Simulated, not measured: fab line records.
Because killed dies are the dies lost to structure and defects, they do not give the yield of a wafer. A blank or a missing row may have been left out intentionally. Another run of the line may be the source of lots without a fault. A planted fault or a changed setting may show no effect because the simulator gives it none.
Comparing a struck lot with a sound one :: flow nand harc :: 13 steps out of a route of 1302
Sound: these wafers, L207.1, L207.4, L207.6. Wafers struck: L220.1, L220.3, L220.6. The cause comes at the end.
Order at every step that has rows: each side's tool, ch and its chambers, its first start. Under that, the readings that differ: sound wafers :: struck wafers :: difference of the means :: sigmas: that difference in standard deviations of wafers without a fault.
alike: readings with means less than 2 such deviations apart, plus words and numbers identical on both sides. not compared: withheld readings, readings lacking a value on some wafer, bounds such as >300 that could conceal the same value, and numbers that have no deviation in the record and whose values overlap.
The two part at a step that has a row with sigmas, a row that says differs or no value, or rows on one side only. Non-overlapping numbers with no deviation appear without sigmas and do not part them. A reading missing from all wafers of one side parts the sides only when that side holds two or more wafers.

first, 7 steps without rows for these wafers: NHARC_P_STI_SRD_35; NHARC_P_STI_ETCH_36 (etches SiO2 in dHF, target depth 38.8 nm); NHARC_P_STI_STRIP_24 (strips Si3N4 in H3PO4); NHARC_P_STI_ETCH_37 (etches SiO2 in dHF, target depth 11 nm); NHARC_P_STI_PRECLEAN_38 (cleans in SC1); NHARC_P_STI_SRD_39; NHARC_P_STI_OXIDE_40 (material SiO2, target thk 10 nm, ox time 1362 s).
NHARC_P_STI_INSPECT_25:
  sound on defect inspect-02, day 4 17:14; struck on defect inspect-02, day 10 03:52
  alike: raw defect count
then, 3 steps without rows for these wafers: NHARC_P_GATE_ETCH_69 (etches SiO2 in dHF, target depth 14 nm); NHARC_P_GATE_PRECLEAN_70 (cleans in SC1); NHARC_P_GATE_SRD_01.
NHARC_P_GATE_OXIDE_02: material SiO2, target thk 37.5 nm, ox time 365 s.
  sound on furnace-06 ch 0, day 4 20:35; struck on furnace-06, day 10 07:14
  no value came back on the struck wafers for any of 5 readings (ox temp c (C), ox time s (s) and others); on the sound wafers ox temp c (C) reads 950.6 950.4 950.0
then, 1 step without rows for these wafers: NHARC_P_GATE_DEHYDRATE_03 (time 120 s).

== WHERE THEY PART ==
Within this record, at NHARC_P_GATE_OXIDE_02 only.

WHY: whatever the simulator had introduced
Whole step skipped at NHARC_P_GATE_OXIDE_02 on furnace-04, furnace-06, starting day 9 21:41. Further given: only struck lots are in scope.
